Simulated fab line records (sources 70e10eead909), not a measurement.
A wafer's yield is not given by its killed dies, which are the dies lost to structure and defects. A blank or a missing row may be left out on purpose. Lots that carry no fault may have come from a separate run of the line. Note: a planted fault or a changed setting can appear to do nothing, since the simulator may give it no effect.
Which of the tools did it? | flow nand_harc | 14 lots (42 wafers sampled), 1 step of a 1302-step route

== WHAT THE GAUGES SHOWED, per wafer ==
NHARC_P_CONTACT_INSPECT_27. Usual: 307 for raw_defect_count, sd 120.
lot  | measured     | on                | raw_defect_count | flag
L346 | day 6 14:02  | defect_inspect-02 | 314 160 395      |
L348 | day 7 02:02  | defect_inspect-02 | 119 193 136      |
L353 | day 8 20:10  | defect_inspect-01 | 324 362 286      |
L357 | day 10 14:47 | defect_inspect-01 | 296 253 240      |
L358 | day 10 20:47 | defect_inspect-01 | 313 377 237      |
L359 | day 12 00:19 | defect_inspect-01 | 414 345 318      |
L361 | day 12 01:19 | defect_inspect-02 | 224 326 296      |
L362 | day 12 20:23 | defect_inspect-02 | 253 260 239      |
L363 | day 13 01:01 | defect_inspect-02 | 191 214 184      |
L364 | day 13 11:25 | defect_inspect-01 | 485 491 641      |
L366 | day 14 15:01 | defect_inspect-02 | 673 319 530      |
L367 | day 14 19:26 | defect_inspect-02 | 261 329 275      |
L368 | day 15 00:38 | defect_inspect-02 | 278 349 518      |
L369 | day 15 14:58 | defect_inspect-01 | 180 205 248      |

== TOOL THAT RAN EACH LOT (tool first, then ch and the chambers of the sampled wafers, then the start) ==
The record shows no process step preceding these readings.

== WHAT THE TOOLS THEMSELVES READ (means of the sampled wafers that have a number; where no wafer has one, the mark that the record gives instead) ==
The record holds no such reading with a usual standard deviation.

== THE ANSWER, worked out from the rows above alone ==
Rule: a lot is off if the mean of its wafers that have a number lies more than 3 standard deviations from the usual mean. A lot without any number at a reading at which 4 lots or more have one is off too. Any other lot the step has rows for is counted as sound. After the gauges, taken in route order, come the tools' own readings; for these a lot's mean is taken, as printed above. At the first step where some lot is off, the reading lying furthest off is the one used; lots without a number count as furthest.
No lot is off at any reading shown: from this, nothing can be told.

== WHAT HAD BEEN PUT IN BY THE SIMULATOR ==
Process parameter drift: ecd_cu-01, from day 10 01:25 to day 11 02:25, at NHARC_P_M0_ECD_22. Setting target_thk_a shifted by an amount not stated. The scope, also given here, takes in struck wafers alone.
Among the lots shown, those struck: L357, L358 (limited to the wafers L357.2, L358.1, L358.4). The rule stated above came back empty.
